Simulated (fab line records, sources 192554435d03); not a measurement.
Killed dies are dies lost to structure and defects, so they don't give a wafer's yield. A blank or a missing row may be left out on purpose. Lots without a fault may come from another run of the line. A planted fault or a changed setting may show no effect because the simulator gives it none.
fab line records | flow n5_finfet
record lots=6 wafers=18 last_day=18
route steps=1938 shown BEOL_M4@1031 PASSIVATION@1936
lots that met no fault: from a run of the same line without faults
start_h: hours from the record's first day to the start of the lot's first wafer shown | wait_h: hours since the lot's step before | " the same as in the row above | L1.1+2: a row that stands for several wafers | - no value, or no start given | * or withheld: withheld | < > ~ a bound
route shown NAME@n: a module of which the file shows steps, and the number in the route of the first | usual: mean/standard deviation of fault-free wafers | same: alike in all rows | chamber/n: place in a boat | sites: the reading at each site | _std_site: their standard deviation | _edge_site: outer sites' mean less inner sites' | radius_mm: how far each site lies from the wafer's centre | mask NAME#n: copy n | behind: the tool/chamber that last shaped the wafer | hold: why the lot was held/for how many hours/how that ended | device: the transistor (n, p or np) that didn't switch | end of line: the same wafers' tests at the end of the route | a step without rows: its recipe alone | killed: dies lost to structure and defects at the first sort, not the wafer's yield | map: a wafer's dies, x killed, . not, _ none there
set.NAME: the setting as run; set.NAME@STEP: as run at that earlier step | model.NAME: the simulator's own value behind a step, which no gauge read
lots at some steps of the route; a table a step, a row a wafer
services: from which hour (start_h, from the record's first day; less than 0 if before it) a tool's chamber was out of use, for how many hours, and why
## steps
# step N5_BEOL_M4_EXPOSE_08
# recipe mask_id=M4 na=0.33 source_shape=dipole sigma_inner=0.369 sigma_outer=0.767 polarization=unpolarized dose_mj=41.25
# step N5_BEOL_M4_PEB_09
# recipe peb_temp_c=100 peb_time_s=60 resist=CAR-EUV
# step N5_BEOL_M4_DEVELOP_10
# recipe develop_time_s=30 developer=TMAH resist=CAR-EUV rinse_liquid=surfactant_rinse dry=air_spin dev_temp_c=23
# step N5_BEOL_M4_CD_MEAS_11
# recipe target_cd_nm=16.79 landing_energy_ev=500 detector=se_inlens polarity=opening
# usual cd_nm=16.80/0.22
# columns lot.wafer tool chamber start_h wait_h cd_nm
L782.1 cd_sem-01 0 199.56 - 17.37
L782.4 " 0 " " 16.73
L782.5 " 0 " " 16.81
L785.2 cd_sem-01 0 227.61 - 16.90
L785.5 " 0 " " 16.87
L785.6 " 0 " " 17.02
L786.1 cd_sem-03 0 230.98 - 16.80
L786.3 " 0 " " 16.57
L786.6 " 0 " " 16.67
L789.2 cd_sem-02 0 259.15 - 16.75
L789.3 " 0 " " 16.41
L789.5 " 0 " " 16.75
L795.2 cd_sem-02 0 285.11 - 17.02
L795.5 " 0 " " 16.71
L795.6 " 0 " " 16.69
L797.1 cd_sem-01 0 299.88 - 17.01
L797.4 " 0 " " 16.74
L797.6 " 0 " " 16.88
# step N5_BEOL_M4_OVL_MEAS_12
# recipe points_per_wafer=522
# usual M4_OVL=0.7/0.68
# same points_per_wafer=522
# columns lot.wafer tool chamber start_h wait_h M4_OVL[nm]
L782.1 overlay-02 0 199.59 0.0 1.4
L782.4 " 0 " " 1.1
L782.5 " 0 " " 1.4
L785.2 overlay-02 0 227.64 0.0 1.3
L785.5 " 0 " " 1.2
L785.6 " 0 " " -0.1
L786.1 overlay-01 0 231.01 0.0 0.4
L786.3 " 0 " " 0.2
L786.6 " 0 " " -0.5
L789.2 overlay-02 0 259.19 0.0 1.3
L789.3 " 0 " " 1.8
L789.5 " 0 " " 1.3
L795.2 overlay-02 0 285.14 0.0 0.6
L795.5 " 0 " " 0.9
L795.6 " 0 " " 0.9
L797.1 overlay-01 0 299.91 0.0 0.4
L797.4 " 0 " " 0.5
L797.6 " 0 " " 0.8
# step N5_BEOL_M4_INSPECT_13
# recipe mode=adi inspect_instrument=brightfield
# usual raw_defect_count=411/92
# columns lot.wafer tool chamber start_h wait_h raw_defect_count
L782.1 defect_inspect-01 - 199.65 0.1 204
L782.4 " - " " 407
L782.5 " - " " 282
L785.2 defect_inspect-02 - 227.70 0.0 321
L785.5 " - " " 426
L785.6 " - " " 391
L786.1 defect_inspect-01 - 231.07 0.1 383
L786.3 " - " " 364
L786.6 " - " " 295
L789.2 defect_inspect-02 - 259.24 0.0 365
L789.3 " - " " 301
L789.5 " - " " 324
L795.2 defect_inspect-01 - 285.20 0.0 630
L795.5 " - " " 445
L795.6 " - " " 405
L797.1 defect_inspect-01 - 299.97 0.1 411
L797.4 " - " " 470
L797.6 " - " " 481
# step N5_BEOL_M4_DESCUM_16
# recipe chemistry=O2 time_s=7 source_power_w=50 bias_power_w=20 pressure_mtorr=20 rf_frequency_hz=2.712e+07 temp_c=40 resist=CAR-EUV o2_flow_sccm=225
# usual drypump_motor_current_A=5.6/0.61 oes_product_au=0.80/0.089 rf_vpp_V=243.3/1.4 showerhead_plenum_p_Torr=2.11/0.082 throttle_valve_pct=20.3/0.38
# columns lot.wafer tool chamber start_h wait_h drypump_motor_current_A oes_product_au rf_hours_counter_h rf_vpp_V showerhead_plenum_p_Torr throttle_valve_pct
L782.1 rie_diel-02 0 200.73 1.1 5.7 0.83 74 243.4 2.04 20.1
L782.4 " 1 " " 6.0 0.69 221 243.8 2.16 20.6
L782.5 " 0 " " 5.7 0.82 - 242.4 2.04 20.1
L785.2 rie_diel-05 3 227.73 0.0 5.4 0.96 4 242.7 2.07 20.1
L785.5 " 1 " " 4.9 0.88 - 242.2 2.05 19.8
L785.6 " 0 " " 5.3 0.79 - 241.9 2.02 20.2
L786.1 rie_diel-06 0 231.10 0.0 4.9 0.87 65 244.6 2.22 20.1
L786.3 " 2 " " 6.4 0.70 238 240.7 1.99 21.1
L786.6 " 2 " " 6.4 0.69 - 241.9 1.99 21.1
L789.2 rie_diel-05 1 259.28 0.0 4.9 0.85 49 242.2 2.04 19.8
L789.3 " 3 " " 5.4 0.90 16 241.6 2.06 20.1
L789.5 " 3 " " 5.4 0.91 - 241.1 2.06 20.1
L795.2 rie_diel-06 3 285.23 0.0 6.6 0.68 248 243.9 2.17 20.9
L795.5 " 1 " " 5.1 0.91 - 243.7 2.05 20.1
L795.6 " 3 " " 6.7 0.68 - 243.3 2.18 20.9
L797.1 rie_diel-02 1 300.01 0.0 6.0 0.94 3 245.4 2.14 20.3
L797.4 " 3 " " 5.7 0.76 158 244.3 2.08 20.2
L797.6 " 2 " " 5.3 0.83 - 245.6 2.23 20.2
# step N5_BEOL_M4_ETCH_74
# recipe chemistry=N2/H2 target=underlayer target_depth_a=65 mask_material=CAR-EUV time_s=5.2 ion_energy_ev=200 pressure_mtorr=30 source_w=840 bias_w=150 n2_flow_sccm=200 h2_flow_sccm=200 ends=cleared
# usual drypump_motor_current_A=5.6/0.6 etch_rf_on_time_s=5.20/0.14 oes_product_au=0.68/0.078 rf_vpp_V=524.2/2.8 showerhead_plenum_p_Torr=2.55/0.094 throttle_valve_pct=17.7/0.33
# columns lot.wafer tool chamber start_h wait_h drypump_motor_current_A etch_rf_on_time_s oes_product_au rf_hours_counter_h rf_vpp_V showerhead_plenum_p_Torr throttle_valve_pct
L782.1 rie_diel-02 0 200.76 0.0 5.7 5.08 0.72 74 523.1 2.46 17.4
L782.4 " 1 " " 6.0 5.28 0.61 221 524.6 2.62 18.0
L782.5 " 0 " " 5.7 5.08 0.71 - 521.9 2.46 17.4
L785.2 rie_diel-05 3 227.76 0.0 5.4 5.34 0.82 4 521.3 2.51 17.5
L785.5 " 1 " " 4.9 5.24 0.73 - 521.6 2.48 17.2
L785.6 " 0 " " 5.3 5.45 0.65 - 520.3 2.45 17.7
L786.1 rie_diel-06 0 231.14 0.0 5.0 5.04 0.76 65 526.7 2.69 17.5
L786.3 " 2 " " 6.5 5.13 0.59 238 520.5 2.39 18.3
L786.6 " 2 " " 6.4 5.17 0.59 - 520.7 2.39 18.4
L789.2 rie_diel-05 1 259.31 0.0 4.9 5.26 0.74 49 521.9 2.48 17.2
L789.3 " 3 " " 5.4 5.31 0.78 16 522.0 2.50 17.5
L789.5 " 3 " " 5.4 5.34 0.77 - 521.0 2.50 17.5
L795.2 rie_diel-06 3 285.27 0.0 6.6 5.32 0.57 248 524.4 2.59 18.0
L795.5 " 1 " " 5.1 4.97 0.78 - 525.4 2.49 17.4
L795.6 " 3 " " 6.6 5.32 0.59 - 524.0 2.59 18.0
L797.1 rie_diel-02 1 300.04 0.0 6.0 5.17 0.81 3 525.1 2.61 17.7
L797.4 " 3 " " 5.8 5.31 0.64 158 523.6 2.54 17.8
L797.6 " 2 " " 5.3 5.31 0.70 - 528.2 2.67 17.4
# step N5_BEOL_M4_ETCH_63
# recipe chemistry=CF4 target=SiARC target_depth_a=156 mask_material=CAR-EUV time_s=26 ion_energy_ev=80 pressure_mtorr=40 source_w=545 bias_w=36 Ar_flow_sccm=100 cf4_flow_sccm=100 ends=cleared
# usual drypump_motor_current_A=5.6/0.6 etch_rf_on_time_s=25.9/0.76 oes_product_au=0.68/0.078 rf_vpp_V=184.2/1.1 showerhead_plenum_p_Torr=2.15/0.073 throttle_valve_pct=15.5/0.36
# columns lot.wafer tool chamber start_h wait_h drypump_motor_current_A etch_rf_on_time_s oes_product_au rf_hours_counter_h rf_vpp_V showerhead_plenum_p_Torr throttle_valve_pct
L782.1 rie_diel-02 0 200.78 0.0 5.7 24.9 0.71 74 183.9 2.09 15.3
L782.4 " 1 " " 6.0 26.1 0.60 221 185.0 2.19 15.7
L782.5 " 0 " " 5.7 25.4 0.72 - 182.2 2.09 15.3
L785.2 rie_diel-05 3 227.78 0.0 5.4 26.7 0.80 4 183.0 2.11 15.1
L785.5 " 1 " " 4.8 25.3 0.76 - 184.6 2.10 15.1
L785.6 " 0 " " 5.2 26.9 0.65 - 183.7 2.06 15.3
L786.1 rie_diel-06 0 231.15 0.0 5.0 25.3 0.74 65 186.0 2.26 15.3
L786.3 " 2 " " 6.4 25.3 0.61 238 182.8 2.04 16.3
L786.6 " 2 " " 6.4 25.4 0.60 - 183.1 2.04 16.3
L789.2 rie_diel-05 1 259.33 0.0 4.8 26.0 0.74 49 184.9 2.10 15.1
L789.3 " 3 " " 5.4 26.8 0.77 16 183.0 2.11 15.2
L789.5 " 3 " " 5.4 26.9 0.76 - 184.1 2.11 15.2
L795.2 rie_diel-06 3 285.28 0.0 6.6 26.5 0.58 248 185.5 2.19 16.0
L795.5 " 1 " " 5.1 24.6 0.78 - 183.2 2.10 15.2
L795.6 " 3 " " 6.6 26.8 0.58 - 185.1 2.19 16.0
L797.1 rie_diel-02 1 300.06 0.0 6.0 25.9 0.81 3 185.2 2.18 15.3
L797.4 " 3 " " 5.8 25.6 0.65 158 183.4 2.14 15.5
L797.6 " 2 " " 5.3 26.5 0.70 - 185.5 2.25 15.2
# step N5_BEOL_M4_ETCH_64
# recipe chemistry=N2/H2 target=SOC target_depth_a=750 overetch_a=225 mask_material=SiARC temp_c=40 time_s=121.9 ion_energy_ev=200 pressure_mtorr=30 source_w=840 bias_w=150 n2_flow_sccm=200 h2_flow_sccm=200
# usual drypump_motor_current_A=5.6/0.6 oes_product_au=0.60/0.064 rf_vpp_V=524.3/2.8 showerhead_plenum_p_Torr=2.55/0.094 throttle_valve_pct=17.6/0.33
# columns lot.wafer tool chamber start_h wait_h drypump_motor_current_A oes_product_au rf_hours_counter_h rf_vpp_V showerhead_plenum_p_Torr throttle_valve_pct
L782.1 rie_diel-02 0 200.81 0.0 5.7 0.62 74 522.2 2.47 17.3
L782.4 " 1 " " 6.0 0.54 221 524.9 2.62 18.0
L782.5 " 0 " " 5.7 0.62 - 521.7 2.46 17.4
L785.2 rie_diel-05 3 227.81 0.0 5.4 0.73 4 523.4 2.51 17.4
L785.5 " 1 " " 4.8 0.67 - 522.3 2.48 17.1
L785.6 " 0 " " 5.3 0.59 - 520.4 2.45 17.7
L786.1 rie_diel-06 0 231.18 0.0 5.0 0.66 65 528.9 2.69 17.5
L786.3 " 2 " " 6.5 0.53 238 519.6 2.39 18.3
L786.6 " 2 " " 6.5 0.53 - 518.2 2.39 18.3
L789.2 rie_diel-05 1 259.35 0.0 4.9 0.65 49 521.6 2.48 17.2
L789.3 " 3 " " 5.4 0.71 16 522.5 2.50 17.5
L789.5 " 3 " " 5.4 0.70 - 522.9 2.50 17.5
L795.2 rie_diel-06 3 285.31 0.0 6.6 0.52 248 525.5 2.59 18.0
L795.5 " 1 " " 5.1 0.68 - 520.4 2.49 17.4
L795.6 " 3 " " 6.6 0.53 - 526.0 2.59 18.0
L797.1 rie_diel-02 1 300.09 0.0 6.0 0.72 3 525.6 2.60 17.7
L797.4 " 3 " " 5.8 0.57 158 524.3 2.54 17.7
L797.6 " 2 " " 5.3 0.64 - 528.7 2.67 17.3
# step N5_BEOL_M4_STRIP_65
# recipe chemistry=N2/H2 temp_c=40 n2_flow_sccm=200 h2_flow_sccm=200 rf_frequency_hz=6e+07
# step N5_BEOL_M4_STRIP_75
# recipe chemistry=N2/H2 temp_c=40 n2_flow_sccm=200 h2_flow_sccm=200 rf_frequency_hz=6e+07
# step N5_BEOL_M4_STRIP_66
# recipe chemistry=CF4 resist=SiARC power_w=300 bias_power_w=75 pressure_mtorr=50 cf4_flow_sccm=150 rf_frequency_hz=6e+07
# usual bias_power_w=75.02/0.25 cf4_flow_sccm=150.0/0.46 drypump_motor_current_A=5.6/0.6 oes_product_au=0.79/0.083 rf_vpp_V=271.3/1.6 showerhead_plenum_p_Torr=1.81/0.065 throttle_valve_pct=13.5/0.36
# columns lot.wafer tool chamber start_h wait_h bias_power_w cf4_flow_sccm drypump_motor_current_A oes_product_au rf_hours_counter_h rf_vpp_V showerhead_plenum_p_Torr throttle_valve_pct model.SiARC_of_BEOL_M4_COAT_62.thk_nm
L782.1 rie_diel-02 0 200.94 0.0 75.22 149.4 5.7 0.81 74 268.8 1.75 13.2 0
L782.4 " 1 " " 74.82 149.5 6.0 0.71 221 272.4 1.84 13.7 0
L782.5 " 0 " " 74.81 149.5 5.7 0.82 - 270.9 1.75 13.2 0
L785.2 rie_diel-05 3 227.94 0.0 - - - - - - - - 6.4
L785.5 " 1 " " - - - - - - - - 6.4
L785.6 " 0 " " - - - - - - - - 6.6
L786.1 rie_diel-06 0 231.31 0.0 - - - - - - - - 6
L786.3 " 2 " " - - - - - - - - 6.4
L786.6 " 2 " " - - - - - - - - 6.4
L789.2 rie_diel-05 1 259.49 0.0 75.21 150.2 4.9 0.85 49 269.8 1.77 13.1 0
L789.3 " 3 " " 75.01 150.1 5.4 0.91 16 271.6 1.76 13.1 0
L789.5 " 3 " " 74.80 150.3 5.4 0.92 - 271.1 1.76 13.1 0
L795.2 rie_diel-06 3 285.44 0.0 74.87 150.3 6.6 0.68 248 272.9 1.85 14.0 0
L795.5 " 1 " " 74.96 149.5 5.1 0.88 - 269.5 1.77 13.2 0
L795.6 " 3 " " 74.65 150.8 6.6 0.69 - 271.7 1.85 14.0 0
L797.1 rie_diel-02 1 300.22 0.0 75.09 150.1 6.0 0.94 3 270.4 1.83 13.2 0
L797.4 " 3 " " 75.02 149.4 5.8 0.75 158 271.3 1.79 13.5 0
L797.6 " 2 " " 74.81 150.2 5.3 0.82 - 271.5 1.90 13.2 0
# step N5_BEOL_M4_HM_OPEN_17
# recipe chemistry=Cl2/BCl3 target_depth_a=200 overetch_a=60 target=TiN mask_material=SOC ion_energy_ev=150 pressure_mtorr=10 icp_w=1000 bias_w=126 Cl2_flow_sccm=53.25 bcl3_flow_sccm=21.75 Ar_flow_sccm=25
# usual drypump_motor_current_A=5.8/0.71 oes_product_au=0.66/0.1 throttle_valve_pct=22.07/0.28
# columns lot.wafer tool chamber start_h wait_h drypump_motor_current_A oes_product_au rf_hours_counter_h throttle_valve_pct
L782.1 rie_metal-03 1 200.98 0.0 6.8 0.67 45 22.08
L782.4 " 1 " " 6.8 0.67 - 22.09
L782.5 " 1 " " 6.8 0.66 - 22.07
L785.2 rie_metal-01 1 227.98 0.0 6.5 0.66 46 22.36
L785.5 " 0 " " 5.1 0.53 - 22.50
L785.6 " 1 " " 6.5 0.65 - 22.36
L786.1 rie_metal-01 1 231.36 0.0 6.5 0.65 46 22.37
L786.3 " 1 " " 6.5 0.66 - 22.34
L786.6 " 1 " " 6.5 0.66 - 22.37
L789.2 rie_metal-01 1 259.56 0.1 6.5 0.66 - 22.35
L789.3 " 1 " " 6.5 0.66 - 22.34
L789.5 " 1 " " 6.5 0.66 - 22.34
L795.2 rie_metal-01 1 285.48 0.0 6.5 0.64 54 22.38
L795.5 " 1 " " 6.5 0.64 - 22.36
L795.6 " 0 " " 5.1 0.82 - 22.47
L797.1 rie_metal-03 1 300.26 0.0 6.8 0.64 56 22.12
L797.4 " 0 " " 5.0 0.79 - 21.72
L797.6 " 0 " " 5.0 0.80 - 21.71
# step N5_BEOL_M4_RC_MEAS_101
# usual DIBL_N=36.5/1.4 DIBL_P=36.6/1.9 IOFF_N=0.167/0.029 IOFF_P=0.21/0.033 ION_N=674/12 ION_P=460/8.9 SS_N=71.6/0.57 SS_P=73.4/0.61 VT_N=249/3.3 VT_P=-250/3.3
# columns lot.wafer tool chamber start_h wait_h DIBL_N[mV/V] DIBL_P[mV/V] IOFF_N[nA/um] IOFF_P[nA/um] ION_N[uA/um] ION_P[uA/um] SS_N[mV/dec] SS_P[mV/dec] VT_N[mV] VT_P[mV]
L782.1 prober-02 0 210.20 0.0 37.9 38.3 0.204 0.24 688 470 72.7 73.8 243 -248
L782.4 " 0 " " 34.2 34.0 0.130 0.18 657 453 71.4 72.8 251 -252
L782.5 " 0 " " 35.3 35.6 0.145 0.19 667 459 71.3 73.5 251 -251
L785.2 prober-01 0 233.54 0.2 35.3 35.9 0.150 0.21 681 464 71.1 72.5 250 -250
L785.5 " 0 " " 37.7 38.1 0.179 0.26 676 466 71.7 73.1 246 -245
L785.6 " 0 " " 36.4 37.5 0.161 0.24 685 478 71.1 73.1 248 -249
L786.1 prober-02 0 242.09 0.0 36.9 36.7 0.161 0.17 668 449 71.9 73.6 248 -255
L786.3 " 0 " " 36.3 36.1 0.164 0.17 669 452 70.9 72.8 246 -253
L786.6 " 0 " " 37.2 37.6 0.186 0.19 674 450 71.9 74.1 244 -253
L789.2 prober-01 0 265.89 0.2 37.2 38.0 0.184 0.21 679 464 70.9 73.5 246 -249
L789.3 " 0 " " 39.7 39.8 0.224 0.25 676 455 72.4 74.5 248 -249
L789.5 " 0 " " 37.9 39.0 0.195 0.22 678 460 72.5 74.1 249 -250
L795.2 prober-02 0 295.33 0.2 36.9 38.4 0.195 0.26 682 473 71.7 73.6 243 -246
L795.5 " 0 " " 34.3 34.8 0.140 0.20 667 461 70.7 73.1 251 -251
L795.6 " 0 " " 37.8 39.7 0.221 0.30 698 475 71.8 74.1 243 -245
L797.1 prober-01 0 308.55 0.0 40.7 41.6 0.277 0.33 690 470 73.3 75.1 240 -244
L797.4 " 0 " " 35.2 34.5 0.134 0.19 649 447 72.0 72.4 253 -250
L797.6 " 0 " " 35.7 35.9 0.154 0.22 669 458 71.7 72.8 249 -250
# step N5_PASSIVATION_PROBE_49
# usual defect_limited_yield=91.2/1.6 killed_at_M0_to_M3=34/11 killed_at_M4_up=14/5.7 killed_at_contacts=14/6.6 killed_at_front_end=37/10 killed_at_other=4/3.2 killed_dies=104/19 killed_open=69/13 killed_short=33/8.7 sort_bin_4_leakage=0.00/0.014 sort_bin_5_function=5.1/1 sort_bin_6_memory=3.3/0.76 sort_bin_8_speed=0.00/0.016 sort_n_pass=1076/19 sort_yield_pct=91.2/1.6
# same gross_dies=1180 killed_at_back_side=0
# columns lot.wafer tool chamber start_h wait_h defect_limited_yield[%] killed_at_M0_to_M3 killed_at_M4_up killed_at_contacts killed_at_front_end killed_at_other killed_dies killed_open killed_short sort_bin_4_leakage[%] sort_bin_5_function[%] sort_bin_6_memory[%] sort_bin_8_speed[%] sort_n_pass sort_yield_pct[%]
L785.2 prober-01 - 331.53 0.1 88.8 46 13 28 41 4 132 87 43 0 6.8 4.1 0 1048 88.8
L785.5 prober-01 - 331.68 0.2 90.3 37 12 21 35 10 115 79 36 0 5.9 3.4 0 1065 90.3
L785.6 prober-01 - 331.73 0.3 90.1 46 18 10 34 9 117 78 34 0 5.9 3.1 0 1063 90.1
# killed by level:class
L785.2 MOL_CONTACT_COAG:geometric_particle:open=24 BEOL_M0_SAQP:geometric_particle:short=13 FIN_SAQP:geometric_particle:short=11 BEOL_M0_SAQP:geometric_particle:open=11 STI_FIN_REVEAL:geometric_particle:open=10 BEOL_M2:geometric_particle:open=9 BEOL_M4:geometric_particle:open=7 DUMMY_GATE:geometric_particle:open=7
L785.5 MOL_CONTACT_COAG:geometric_particle:open=20 FIN_SAQP:geometric_particle:open=11 BEOL_M2:geometric_particle:open=10 FIN_SAQP:geometric_particle:short=8 BEOL_M3:geometric_particle:open=8 STI_FIN_REVEAL:geometric_particle:open=7 BEOL_M0_SAQP:geometric_particle:short=6 BEOL_M4:geometric_particle:open=6
L785.6 BEOL_M0_SAQP:geometric_particle:open=15 BEOL_M3:geometric_particle:open=11 MOL_CONTACT_COAG:geometric_particle:open=9 BEOL_M0_SAQP:geometric_particle:short=8 STI_FIN_REVEAL:geometric_particle:open=7 BEOL_M1:geometric_particle:open=7 BEOL_M4:geometric_particle:open=7 FIN_SAQP:geometric_particle:open=4
## services
# columns tool chamber start_h hours kind
rie_diel-06 - 195.13 28.1 pm
rie_diel-05 3 198.03 - clean
rie_diel-05 3 198.03 - consumable_replace:focus_ring
rie_diel-05 3 198.03 19.4 scheduled_down
rie_diel-05 3 198.03 19.4 vent_cycle
rie_diel-06 1 223.23 - clean
rie_diel-06 1 223.23 - consumable_replace:focus_ring
rie_diel-06 1 223.23 18.1 scheduled_down
rie_diel-06 1 223.23 18.1 vent_cycle
rie_diel-05 - 250.18 0.4 repair
rie_metal-01 0 251.92 - clean
rie_metal-01 0 251.92 19.0 scheduled_down
rie_metal-01 0 251.92 19.0 vent_cycle
rie_metal-03 0 257.60 - clean
rie_metal-03 0 257.60 13.7 scheduled_down
rie_diel-02 1 268.76 - clean
rie_diel-02 1 268.76 - consumable_replace:focus_ring
rie_diel-02 1 268.76 20.5 scheduled_down
rie_diel-02 1 268.76 20.5 vent_cycle
rie_diel-06 2 280.14 - clean
rie_diel-06 2 280.14 - consumable_replace:focus_ring
rie_diel-06 2 280.14 - consumable_replace:showerhead
rie_diel-06 2 280.14 20.4 scheduled_down
rie_diel-06 2 280.14 20.4 vent_cycle
## key
first_sign step=N5_BEOL_M4_STRIP_66 reading=tool_record direction=missing
effect none on later readings
model_effect step=N5_BEOL_M4_STRIP_66 value=SiARC_of_BEOL_M4_COAT_62.thk_nm without=0 struck=6.367
met_at N5_BEOL_M4_STRIP_66
struck_wafers L785.2,L785.5,L785.6,L786.1,L786.3,L786.6
fault kind=skipped_step_whole tool=rie_diel-05,rie_diel-06 chamber=- onset_h=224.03 steps=N5_BEOL_M4_STRIP_66 scope=struck_lots_only
